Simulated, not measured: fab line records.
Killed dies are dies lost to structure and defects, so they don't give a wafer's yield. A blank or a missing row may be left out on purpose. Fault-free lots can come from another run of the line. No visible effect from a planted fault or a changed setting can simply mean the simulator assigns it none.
fab line records | flow n5_finfet
record: lots: 7 wafers: 21
route steps=1938 shown GATE_CUT@490 MOL_CONTACT_COAG@538 BEOL_M0_SAQP@643 BEOL_M1@755 BEOL_M2@857 BEOL_M3@958
start_h: hours from the record's first day to the start of the lot's first wafer shown | wait_h: time in hours since the lot's previous step | " repeats the value in the row above | L1.1+2: several wafers, shown together as one row | - either no value or no given start | * or withheld: withheld | < > ~ a bound
route shown NAME@n: names a module that has steps shown in the file, with the first one's number in the route | usual: the fault-free wafers' mean and standard deviation | same: alike in all rows | chamber/n: place in a boat | sites: each site's reading | _std_site: the standard deviation of these | _edge_site: mean of outer sites minus mean of inner sites | radius_mm: how far each site lies from the wafer's centre | mask NAME#n: copy n | behind: the tool/chamber that last shaped the wafer | hold: what put the lot on hold/how long, in hours/how the hold closed | device: the n, p or np transistor that did not switch | end of line: the tests these same wafers got at the end of their route | for a step that has no rows: nothing shown but its recipe | killed: not the wafer's yield, but the dies lost to structure and defects at the first sort | map: the dies of a wafer, with x for killed, . for not killed, _ for no die there
set.NAME: the setting as run; set.NAME@STEP: as run at that earlier step | model.NAME: the simulator's own value behind a step, which no gauge read
lots with deliberately changed settings; one table per step, one row per wafer
== steps ==
step: N5_GATE_CUT_DESCUM_18
recipe: chemistry: O2 time_s: 7 source_power_w: 50 bias_power_w: 20 pressure_mtorr: 20 rf_frequency_hz: 2.712e+07 temp_c: 40 resist: CAR-EUV o2_flow_sccm: 225
columns lot.wafer tool chamber start_h wait_h set.time_s set.dose_mj@GATE_CUT_EXPOSE_10 model.CAR-EUV_of_GATE_CUT_COAT_07.thk_nm model.GATE_CUT.cd_nm
L074.1 rie_diel-06 2 84.71 0.0 5.874 42.26 26.8 19.4
L074.5 " 2 " " 7 42.26 26.2 19.6
L074.6 " 0 " " 7 43.25 26.2 20.4
L076.1 rie_diel-01 1 95.18 0.0 7 43.25 26 20.2
L076.5+6 " 1,2 " " 7 43.25 26 20
L084.1+6 rie_diel-01 0 148.56 0.2 7 43.25 26.2 19.8
L084.3 " 1 " " 7 43.25 26.2 20
L085.1 rie_diel-03 1 155.14 0.0 5.502 43.25 27 20
L085.5 " 3 " " 7 45.17 26.2 21
L085.6 " 2 " " 5.502 45.17 27 20.8
L087.1 rie_diel-03 2 168.55 0.0 7 43.25 26 19.4
L087.2 " 0 " " 7 43.25 26 19.6
L087.3 " 1 " " 7 43.25 26 19.8
L089.4 rie_diel-01 3 174.45 0.0 7 43.25 26 19.8
L089.5 " 1 " " 7 43.25 26 20.2
L089.6 " 2 " " 7 40.69 26 18.6
L094.2 rie_diel-01 0 206.45 0.0 7 43.25 26 20.2
L094.5 " 0 " " 5.743 43.25 26.8 19.6
L094.6 " 3 " " 5.743 43.25 26.6 20
step: N5_GATE_CUT_ETCH_28
recipe: chemistry: N2/H2 target: underlayer target_depth_a: 130 mask_material: CAR-EUV time_s: 10.4 ion_energy_ev: 200 pressure_mtorr: 30 source_w: 840 bias_w: 150 n2_flow_sccm: 200 h2_flow_sccm: 200 ends: cleared
columns lot.wafer tool chamber start_h wait_h set.dose_mj@GATE_CUT_EXPOSE_10 set.time_s@GATE_CUT_DESCUM_18 model.CAR-EUV_of_GATE_CUT_COAT_07.thk_nm model.GATE_CUT.cd_nm
L074.1 rie_diel-06 2 84.74 0.0 42.26 5.874 15.2 19.2
L074.5 " 2 " " 42.26 7 14.6 19.6
L074.6 " 0 " " 43.25 7 14.6 20.2
L076.1 rie_diel-01 1 95.22 0.0 43.25 7 14.4 20
L076.5 " 1 " " 43.25 7 14.6 20
L076.6 " 2 " " 43.25 7 14.6 19.8
L084.1+6 rie_diel-01 0 148.59 0.0 43.25 7 14.6 19.8
L084.3 " 1 " " 43.25 7 14.6 20
L085.1 rie_diel-03 1 155.18 0.0 43.25 5.502 15.6 20
L085.5 " 3 " " 45.17 7 14.8 21
L085.6 " 2 " " 45.17 5.502 15.4 20.8
L087.1 rie_diel-03 2 168.59 0.0 43.25 7 14.4 19.6
L087.2+3 " 0,1 " " 43.25 7 14.4 19.8
L089.4 rie_diel-01 3 174.48 0.0 43.25 7 14.6 19.8
L089.5 " 1 " " 43.25 7 14.6 20.2
L089.6 " 2 " " 40.69 7 14.6 18.6
L094.2 rie_diel-01 0 206.49 0.0 43.25 7 14.4 20.2
L094.5 " 0 " " 43.25 5.743 15.2 19.6
L094.6 " 3 " " 43.25 5.743 15 20
step: N5_GATE_CUT_ETCH_36
recipe: chemistry: CF4 target: SiARC target_depth_a: 130 mask_material: CAR-EUV time_s: 21.7 ion_energy_ev: 80 pressure_mtorr: 40 source_w: 545 bias_w: 36 Ar_flow_sccm: 100 cf4_flow_sccm: 100 ends: cleared
columns lot.wafer tool chamber start_h wait_h set.time_s@GATE_CUT_DESCUM_18 model.CAR-EUV_of_GATE_CUT_COAT_07.thk_nm
L074.1 rie_diel-06 2 84.76 0.0 5.874 7.6
L074.5+6 " 2,0 " " 7 7
L076.1 rie_diel-01 1 95.24 0.0 7 6.8
L076.5+6 " 1,2 " " 7 7
L084.1 rie_diel-01 0 148.61 0.0 7 6.8
L084.3+6 " 1,0 " " 7 7
L085.1+6 rie_diel-03 1,2 155.20 0.0 5.502 7.8
L085.5 " 3 " " 7 7.2
L087.1+2+3 rie_diel-03 2,0,1 168.61 0.0 7 6.8
L089.4+6 rie_diel-01 3,2 174.50 0.0 7 7
L089.5 " 1 " " 7 6.8
L094.2 rie_diel-01 0 206.51 0.0 7 6.8
L094.5+6 " 0,3 " " 5.743 7.4
step: N5_GATE_CUT_ETCH_37
recipe: chemistry: N2/H2 target: SOC target_depth_a: 600 overetch_a: 120 mask_material: SiARC temp_c: 40 time_s: 90 ion_energy_ev: 200 pressure_mtorr: 30 source_w: 840 bias_w: 150 n2_flow_sccm: 200 h2_flow_sccm: 200
columns lot.wafer tool chamber start_h wait_h set.dose_mj@GATE_CUT_EXPOSE_10 model.GATE_CUT.cd_nm
L074.1 rie_diel-06 2 84.79 0.0 42.26 19.4
L074.5 " 2 " " 42.26 19.8
L074.6 " 0 " " 43.25 20.2
L076.1+5 rie_diel-01 1 95.26 0.0 43.25 20.2
L076.6 " 2 " " 43.25 19.8
L084.1+6 rie_diel-01 0 148.64 0.0 43.25 19.8
L084.3 " 1 " " 43.25 20.2
L085.1 rie_diel-03 1 155.22 0.0 43.25 19.8
L085.5 " 3 " " 45.17 20.8
L085.6 " 2 " " 45.17 20.6
L087.1 rie_diel-03 2 168.63 0.0 43.25 19.4
L087.2 " 0 " " 43.25 19.8
L087.3 " 1 " " 43.25 19.6
L089.4 rie_diel-01 3 174.53 0.0 43.25 20
L089.5 " 1 " " 43.25 20.4
L089.6 " 2 " " 40.69 18.4
L094.2 rie_diel-01 0 206.53 0.0 43.25 20.4
L094.5+6 " 0,3 " " 43.25 20
step: N5_GATE_CUT_STRIP_38
recipe: chemistry: N2/H2 temp_c: 40 n2_flow_sccm: 200 h2_flow_sccm: 200 rf_frequency_hz: 6e+07
step: N5_GATE_CUT_STRIP_39
recipe: chemistry: N2/H2 temp_c: 40 n2_flow_sccm: 200 h2_flow_sccm: 200 rf_frequency_hz: 6e+07
step: N5_GATE_CUT_HM_OPEN_40
recipe: chemistry: C4F6/O2 target: SiO2 mask_material: SiARC target_depth_a: 1390 time_s: 85.1 ion_energy_ev: 250 pressure_mtorr: 30 source_w: 345 bias_w: 185 Ar_flow_sccm: 300 C4F6_flow_sccm: 10 O2_flow_sccm: 10 ends: cleared
columns lot.wafer tool chamber start_h wait_h set.dose_mj@GATE_CUT_EXPOSE_10 model.GATE_CUT.cd_nm
L074.1 rie_diel-06 2 84.87 0.0 42.26 19.6
L074.5 " 2 " " 42.26 19.8
L074.6 " 0 " " 43.25 20.4
L076.1 rie_diel-01 1 95.35 0.0 43.25 20.4
L076.5 " 1 " " 43.25 20.2
L076.6 " 2 " " 43.25 20
L084.1 rie_diel-01 0 148.72 0.0 43.25 19.8
L084.3 " 1 " " 43.25 20.2
L084.6 " 0 " " 43.25 20
L085.1 rie_diel-03 1 155.31 0.0 43.25 20
L085.5 " 3 " " 45.17 21
L085.6 " 2 " " 45.17 20.8
L087.1 rie_diel-03 2 168.72 0.0 43.25 19.4
L087.2+3 " 0,1 " " 43.25 19.8
L089.4 rie_diel-01 3 174.61 0.0 43.25 20.2
L089.5 " 1 " " 43.25 20.4
L089.6 " 2 " " 40.69 18.4
L094.2 rie_diel-01 0 206.62 0.0 43.25 20.6
L094.5 " 0 " " 43.25 20
L094.6 " 3 " " 43.25 20.2
step: N5_MOL_CONTACT_COAG_ETCH_110
recipe: chemistry: CF4/O2 target: Si target_depth_a: 25 time_s: 8 pressure_mtorr: 100 source_w: 200 bias_w: 12 ion_energy_ev: 60 Ar_flow_sccm: 100 cf4_flow_sccm: 100 O2_flow_sccm: 10
usual: rf_vpp_V: 127.4/2.8
columns lot.wafer tool chamber start_h wait_h set.bias_w rf_vpp_V model.etch.depth_nm
L074.1 rie_diel-02 2 89.09 0.0 12 127.1 2.499
L074.5 " 1 " " 12 132.1 2.394
L074.6 " 0 " " 12 127.4 2.482
L076.1 rie_diel-02 0 99.38 0.0 13.33 139.2 2.587
L076.5 " 3 " " 12 122.4 2.49
L076.6 " 2 " " 12 127.8 2.518
L084.1 rie_diel-05 3 153.05 0.0 12 131.7 2.463
L084.3 " 2 " " 12 126.1 2.486
L084.6 " 2 " " 12 126.2 2.513
L085.1 rie_diel-04 3 159.40 0.0 12 125.8 2.551
L085.5 " 0 " " 12 128.0 2.462
L085.6 " 2 " " 13.79 139.7 2.721
L087.1 rie_diel-05 2 173.01 0.0 13.95 140.7 2.631
L087.2 " 0 " " 13.95 145.4 2.625
L087.3 " 3 " " 13.95 149.5 2.614
L089.4 rie_diel-04 2 178.74 0.0 10.61 111.1 2.447
L089.5 " 0 " " 10.61 116.1 2.372
L089.6 " 3 " " 12 128.0 2.549
L094.2 rie_diel-02 0 210.52 0.0 12 128.0 2.501
L094.5 " 0 " " 13.99 145.5 2.661
L094.6 " 3 " " 13.99 141.3 2.634
step: N5_MOL_CONTACT_COAG_ETCHBACK_135
recipe: chemistry: CHF3 target: SiO2 target_depth_a: 250 time_s: 16.7 ion_energy_ev: 200 pressure_mtorr: 30 source_w: 610 bias_w: 170 Ar_flow_sccm: 200 CHF3_flow_sccm: 50
columns lot.wafer tool chamber start_h wait_h set.time_s model.SOC_of_MOL_CONTACT_COAG_COAT_75.thk_nm
L074.1+6 rie_diel-02 1,2 101.11 0.0 16.7 57.6
L074.5 " 3 " " 16.7 57.4
L076.1 rie_diel-04 0 109.32 0.0 19.77 56.8
L076.5 " 1 " " 19.77 57
L076.6 " 0 " " 16.7 57.2
L084.1 rie_diel-02 0 163.07 0.0 16.7 57.8
L084.3+6 " 3,2 " " 16.7 57.6
L085.1+5+6 rie_diel-05 0,3,2 169.25 0.0 15.55 57.8
L087.1+3 rie_diel-04 1,0 189.36 0.0 16.7 57.6
L087.2 " 2 " " 14.12 58
L089.4+6 rie_diel-02 0,3 192.45 0.0 16.7 57.4
L089.5 " 2 " " 13.25 58.2
L094.2 rie_diel-05 3 224.53 0.0 16.7 57.4
L094.5+6 " 0,1 " " 16.7 57.2
step: N5_BEOL_M0_SAQP_COAT_08
recipe: resist: CAR-ArF spin_rpm: 1500 resist_thk_nm: 90
columns lot.wafer tool chamber start_h wait_h set.spin_rpm model.CAR-ArF_of_BEOL_M0_SAQP_COAT_08.thk_nm
L074.1+5 litho_track-01 0 - - 1500 90
L074.6 " 0 " " 1650 85.6
L076.1 litho_track-02 0 - - 1500 90.4
L076.5 " 0 " " 1596 87.6
L076.6 " 0 " " 1596 87.4
L084.1+6 litho_track-04 0 - - 1500 90.2
L084.3 " 0 " " 1500 90
L085.1+6 litho_track-02 0 - - 1500 89.8
L085.5 " 0 " " 1500 90
L087.1+2+3 litho_track-04 0 - - 1500 89.4
L089.4 litho_track-02 0 - - 1554 88.8
L089.5 " 0 " " 1500 90.2
L089.6 " 0 " " 1554 88.6
L094.2 litho_track-02 0 - - 1500 90.4
L094.5 " 0 " " 1500 90.6
L094.6 " 0 " " 1401 93.8
step: N5_BEOL_M1_COAT_61
recipe: resist: SOC temp_c: 250 time_s: 60 spin_rpm: 1500 resist_thk_nm: 60
columns lot.wafer tool chamber start_h wait_h set.spin_rpm model.SOC_of_BEOL_M1_COAT_61.thk_nm
L074.1 litho_track-01 0 123.87 0.1 1500 60.4
L074.5+6 " 0 " " 1500 60.2
L076.1 litho_track-02 0 130.57 0.1 1500 60
L076.5+6 " 0 " " 1500 60.2
L084.1 litho_track-01 0 187.28 0.1 1500 59.8
L084.3+6 " 0 " " 1500 60
L085.1 litho_track-02 0 193.51 0.1 1500 60
L085.5 " 0 " " 1377 62.6
L085.6 " 0 " " 1377 62.8
L087.1+3 litho_track-01 0 211.52 0.1 1500 59.8
L087.2 " 0 " " 1617 57.8
L089.4 litho_track-02 0 217.10 0.1 1578 58.8
L089.5+6 " 0 " " 1500 60.4
L094.2 litho_track-01 0 243.10 0.1 1500 59.8
L094.5+6 " 0 " " 1500 60
step: N5_BEOL_M1_COAT_62
recipe: resist: SiARC temp_c: 220 time_s: 60 spin_rpm: 1500 resist_thk_nm: 12
step: N5_BEOL_M1_COAT_73
recipe: resist: underlayer temp_c: 205 time_s: 60 spin_rpm: 1500 resist_thk_nm: 5
step: N5_BEOL_M1_ETCH_74
recipe: chemistry: N2/H2 target: underlayer target_depth_a: 65 mask_material: CAR-EUV time_s: 5.2 ion_energy_ev: 200 pressure_mtorr: 30 source_w: 840 bias_w: 150 n2_flow_sccm: 200 h2_flow_sccm: 200 ends: cleared
step: N5_BEOL_M1_ETCH_63
recipe: chemistry: CF4 target: SiARC target_depth_a: 156 mask_material: CAR-EUV time_s: 26 ion_energy_ev: 80 pressure_mtorr: 40 source_w: 545 bias_w: 36 Ar_flow_sccm: 100 cf4_flow_sccm: 100 ends: cleared
step: N5_BEOL_M1_ETCH_64
recipe: chemistry: N2/H2 target: SOC target_depth_a: 750 overetch_a: 150 mask_material: SiARC temp_c: 40 time_s: 112.5 ion_energy_ev: 200 pressure_mtorr: 30 source_w: 840 bias_w: 150 n2_flow_sccm: 200 h2_flow_sccm: 200
columns lot.wafer tool chamber start_h wait_h set.spin_rpm@BEOL_M1_COAT_61 model.etch.depth_nm
L074.1 rie_diel-01 2 124.46 0.0 1500 60.4
L074.5 " 2 " " 1500 60.24
L074.6 " 1 " " 1500 60.29
L076.1 rie_diel-06 1 131.03 0.0 1500 60.06
L076.5 " 3 " " 1500 60.25
L076.6 " 0 " " 1500 60.23
L084.1 rie_diel-01 1 187.75 0.0 1500 59.87
L084.3 " 3 " " 1500 59.92
L084.6 " 0 " " 1500 60.09
L085.1 rie_diel-03 3 194.68 0.0 1500 60.06
L085.5 " 0 " " 1377 62.57
L085.6 " 1 " " 1377 62.86
L087.1 rie_diel-01 2 212.11 0.0 1500 59.71
L087.2 " 1 " " 1617 57.73
L087.3 " 0 " " 1500 59.87
L089.4 rie_diel-01 1 217.56 0.0 1578 58.81
L089.5 " 2 " " 1500 60.45
L089.6 " 3 " " 1500 60.33
L094.2 rie_diel-06 1 243.84 0.0 1500 59.85
L094.5 " 1 " " 1500 60.04
L094.6 " 3 " " 1500 60.01
step: N5_BEOL_M2_DESCUM_16
recipe: chemistry: O2 time_s: 7 source_power_w: 50 bias_power_w: 20 pressure_mtorr: 20 rf_frequency_hz: 2.712e+07 temp_c: 40 resist: CAR-EUV o2_flow_sccm: 225
columns lot.wafer tool chamber start_h wait_h set.time_s model.CAR-EUV_of_BEOL_M2_COAT_05.thk_nm
L074.1 rie_diel-05 0 137.80 0.0 8.265 25.6
L074.5 " 3 " " 8.265 25.8
L074.6 " 2 " " 7 26.2
L076.1 rie_diel-02 1 139.06 0.0 7 26.2
L076.5+6 " 1,2 " " 7.982 25.8
L084.1+3+6 rie_diel-04 1,3,3 194.69 0.0 7 26
L085.1 rie_diel-05 2 207.29 0.4 7 26.2
L085.5+6 " 1,2 " " 5.936 26.6
L087.1+3 rie_diel-05 0,3 221.32 0.1 7 26.2
L087.2 " 2 " " 6.596 26.4
L089.4 rie_diel-04 2 230.12 0.0 7 25.8
L089.5+6 " 3,2 " " 7 26
L094.2 rie_diel-04 3 251.36 0.2 7 26.2
L094.5+6 " 0,1 " " 5.863 26.8
step: N5_BEOL_M2_COAT_68
recipe: resist: SiARC temp_c: 220 time_s: 60 spin_rpm: 1500 resist_thk_nm: 12
columns lot.wafer tool chamber start_h wait_h set.spin_rpm model.SiARC_of_BEOL_M2_COAT_68.thk_nm
L074.1+5 litho_track-05 0 - - 1401 12.4
L074.6 " 0 " " 1500 12
L076.1+5 litho_track-01 0 - - 1500 12
L076.6 " 0 " " 1563 11.8
L084.1+3+6 litho_track-05 0 - - 1500 12
L085.1+5 litho_track-05 0 - - 1500 12
L085.6 " 0 " " 1586 11.6
L087.1+2+3 litho_track-05 0 - - 1500 12
L089.4 litho_track-04 0 - - 1644 11.4
L089.5+6 " 0 " " 1500 12
L094.2+6 litho_track-05 0 - - 1500 12
L094.5 " 0 " " 1350 12.6
step: N5_BEOL_M2_COAT_76
recipe: resist: underlayer temp_c: 205 time_s: 60 spin_rpm: 1500 resist_thk_nm: 5
step: N5_BEOL_M2_COAT_22
recipe: resist: CAR-EUV spin_rpm: 1500 resist_thk_nm: 30
step: N5_BEOL_M2_DESCUM_33
recipe: chemistry: O2 time_s: 7 source_power_w: 50 bias_power_w: 20 pressure_mtorr: 20 rf_frequency_hz: 2.712e+07 temp_c: 40 resist: CAR-EUV o2_flow_sccm: 225
step: N5_BEOL_M2_ETCH_77
recipe: chemistry: N2/H2 target: underlayer target_depth_a: 65 mask_material: CAR-EUV time_s: 5.2 ion_energy_ev: 200 pressure_mtorr: 30 source_w: 840 bias_w: 150 n2_flow_sccm: 200 h2_flow_sccm: 200 ends: cleared
step: N5_BEOL_M2_ETCH_69
recipe: chemistry: CF4 target: SiARC target_depth_a: 156 mask_material: CAR-EUV time_s: 26 ion_energy_ev: 80 pressure_mtorr: 40 source_w: 545 bias_w: 36 Ar_flow_sccm: 100 cf4_flow_sccm: 100 ends: cleared
usual: etch_rf_on_time_s: 26.1/0.44
columns lot.wafer tool chamber start_h wait_h set.spin_rpm@BEOL_M2_COAT_68 etch_rf_on_time_s model.CAR-EUV_of_BEOL_M2_COAT_22.thk_nm model.etch.depth_nm
L074.1 rie_diel-02 2 139.00 0.0 1401 27.5 10.8 12.47
L074.5 " 1 " " 1401 28.4 10.8 12.44
L074.6 " 0 " " 1500 26.7 11.2 12.01
L076.1 rie_diel-05 1 139.99 0.0 1500 26.3 11 12.03
L076.5 " 1 " " 1500 26.3 11 12.06
L076.6 " 2 " " 1563 25.7 11.4 11.81
L084.1 rie_diel-04 1 195.62 0.0 1500 26.4 11 12.02
L084.3 " 0 " " 1500 26.2 11 11.98
L084.6 " 0 " " 1500 26.4 11 12.01
L085.1 rie_diel-02 2 208.26 0.0 1500 26.1 11.2 12.01
L085.5 " 3 " " 1500 26.2 11.2 12.02
L085.6 " 0 " " 1586 25.4 11.4 11.63
L087.1 rie_diel-02 0 222.26 0.0 1500 26.1 11.2 11.97
L087.2 " 1 " " 1500 26.1 11.2 11.99
L087.3 " 3 " " 1500 26.1 11 11.99
L089.4 rie_diel-02 2 231.17 0.0 1644 24.9 11.6 11.43
L089.5 " 1 " " 1500 26.0 11.2 11.98
L089.6 " 2 " " 1500 26.3 11.2 12.01
L094.2 rie_diel-04 2 252.49 0.0 1500 25.4 11 12.01
L094.5 " 3 " " 1350 26.8 10.6 12.69
L094.6 " 0 " " 1500 26.3 11.2 12
step: N5_BEOL_M2_ALD_98
recipe: material: SiO2 target_thk_a: 25 temp_c: 100 ald_precursor_family: BDEAS ald_co_reactant: O2-plasma pulse_time_s: 1 co_reactant_pulse_time_s: 1 purge_time_s: 2 co_reactant_purge_time_s: 2 ald_cycles: 17 pressure_torr: 2
step: N5_BEOL_M2_ETCHBACK_99
recipe: chemistry: CHF3 target: SiO2 target_depth_a: 50 time_s: 10.4 source_w: 215 bias_w: 47 Ar_flow_sccm: 200 CHF3_flow_sccm: 12 ion_energy_ev: 100 pressure_mtorr: 30
columns lot.wafer tool chamber start_h wait_h set.spin_rpm@BEOL_M2_COAT_68 model.CAR-EUV_of_BEOL_M2_COAT_22.thk_nm
L074.1 rie_diel-04 3 142.01 2.9 1401 10.2
L074.5 " 2 " " 1401 10
L074.6 " 1 " " 1500 10.4
L076.1+5 rie_diel-05 2 142.83 2.5 1500 10.4
L076.6 " 3 " " 1563 10.6
L084.1+6 rie_diel-02 2,1 196.08 0.3 1500 10.4
L084.3 " 1 " " 1500 10.2
L085.1 rie_diel-02 3 209.30 0.5 1500 10.6
L085.5 " 2 " " 1500 10.4
L085.6 " 3 " " 1586 10.8
L087.1+2+3 rie_diel-05 1,2,0 225.54 3.1 1500 10.4
L089.4 rie_diel-05 3 240.18 8.8 1644 11
L089.5 " 2 " " 1500 10.6
L089.6 " 3 " " 1500 10.4
L094.2 rie_diel-04 0 255.43 2.8 1500 10.2
L094.5 " 0 " " 1350 10
L094.6 " 3 " " 1500 10.4
step: N5_BEOL_M3_COAT_68
recipe: resist: SiARC temp_c: 220 time_s: 60 spin_rpm: 1500 resist_thk_nm: 12
columns lot.wafer tool chamber start_h wait_h set.spin_rpm model.SiARC_of_BEOL_M3_COAT_68.thk_nm
L074.1+6 litho_track-02 0 - - 1500 12
L074.5 " 0 " " 1626 11.6
L076.1+5 litho_track-05 0 - - 1340 12.8
L076.6 " 0 " " 1500 12
L084.1+3+6 litho_track-03 0 - - 1500 12
L085.1+5+6 litho_track-02 0 - - 1500 12
L087.1 litho_track-05 0 - - 1500 12
L087.2+3 " 0 " " 1662 11.4
L089.4+5+6 litho_track-05 0 - - 1500 12
L094.2+5+6 litho_track-05 0 - - 1500 12
== key ==
split: step: N5_GATE_CUT_DESCUM_18 setting: time_s stated: 7 by: wafer
response: step: N5_GATE_CUT_DESCUM_18 reading: model.CAR-EUV_of_GATE_CUT_COAT_07.thk_nm change: -0.0379 per: 1% r: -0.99
response: step: N5_GATE_CUT_ETCH_28 reading: model.CAR-EUV_of_GATE_CUT_COAT_07.thk_nm change: -0.0358 per: 1% r: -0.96
response: step: N5_GATE_CUT_ETCH_36 reading: model.CAR-EUV_of_GATE_CUT_COAT_07.thk_nm change: -0.032 per: 1% r: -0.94
split: step: N5_MOL_CONTACT_COAG_ETCH_110 setting: bias_w stated: 12 by: wafer
response: step: N5_MOL_CONTACT_COAG_ETCH_110 reading: rf_vpp_V change: +1.02 per: 1% r: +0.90
response: step: N5_MOL_CONTACT_COAG_ETCH_110 reading: model.etch.depth_nm change: +0.0108 per: 1% r: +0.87
split: step: N5_MOL_CONTACT_COAG_ETCHBACK_135 setting: time_s stated: 16.7 by: wafer
response: step: N5_MOL_CONTACT_COAG_ETCHBACK_135 reading: model.SOC_of_MOL_CONTACT_COAG_COAT_75.thk_nm change: -0.0281 per: 1% r: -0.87
split: step: N5_BEOL_M0_SAQP_COAT_08 setting: spin_rpm stated: 1500 by: wafer
response: step: N5_BEOL_M0_SAQP_COAT_08 reading: model.CAR-ArF_of_BEOL_M0_SAQP_COAT_08.thk_nm change: -0.454 per: 1% r: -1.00
split: step: N5_BEOL_M1_COAT_61 setting: spin_rpm stated: 1500 by: wafer
response: step: N5_BEOL_M1_COAT_61 reading: model.SOC_of_BEOL_M1_COAT_61.thk_nm change: -0.297 per: 1% r: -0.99
response: step: N5_BEOL_M1_ETCH_64 reading: model.etch.depth_nm change: -0.297 per: 1% r: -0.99
split: step: N5_BEOL_M2_DESCUM_16 setting: time_s stated: 7 by: wafer
response: step: N5_BEOL_M2_DESCUM_16 reading: model.CAR-EUV_of_BEOL_M2_COAT_05.thk_nm change: -0.0301 per: 1% r: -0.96
split: step: N5_BEOL_M2_COAT_68 setting: spin_rpm stated: 1500 by: wafer
response: step: N5_BEOL_M2_COAT_68 reading: model.SiARC_of_BEOL_M2_COAT_68.thk_nm change: -0.0613 per: 1% r: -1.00
response: step: N5_BEOL_M2_ETCH_69 reading: etch_rf_on_time_s change: * per: 1% r: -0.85
response: step: N5_BEOL_M2_ETCH_69 reading: model.CAR-EUV_of_BEOL_M2_COAT_22.thk_nm change: +0.05 per: 1% r: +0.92
response: step: N5_BEOL_M2_ETCH_69 reading: model.etch.depth_nm change: -0.0639 per: 1% r: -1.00
response: step: N5_BEOL_M2_ETCHBACK_99 reading: model.CAR-EUV_of_BEOL_M2_COAT_22.thk_nm change: +0.0431 per: 1% r: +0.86
split: step: N5_BEOL_M3_COAT_68 setting: spin_rpm stated: 1500 by: wafer
response: step: N5_BEOL_M3_COAT_68 reading: model.SiARC_of_BEOL_M3_COAT_68.thk_nm change: -0.061 per: 1% r: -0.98
split outside_this_file step=N5_GATE_CUT_EXPOSE_10 setting=dose_mj
split outside_this_file: this setting was split too, and the file shows its column; the key of that split is in another file
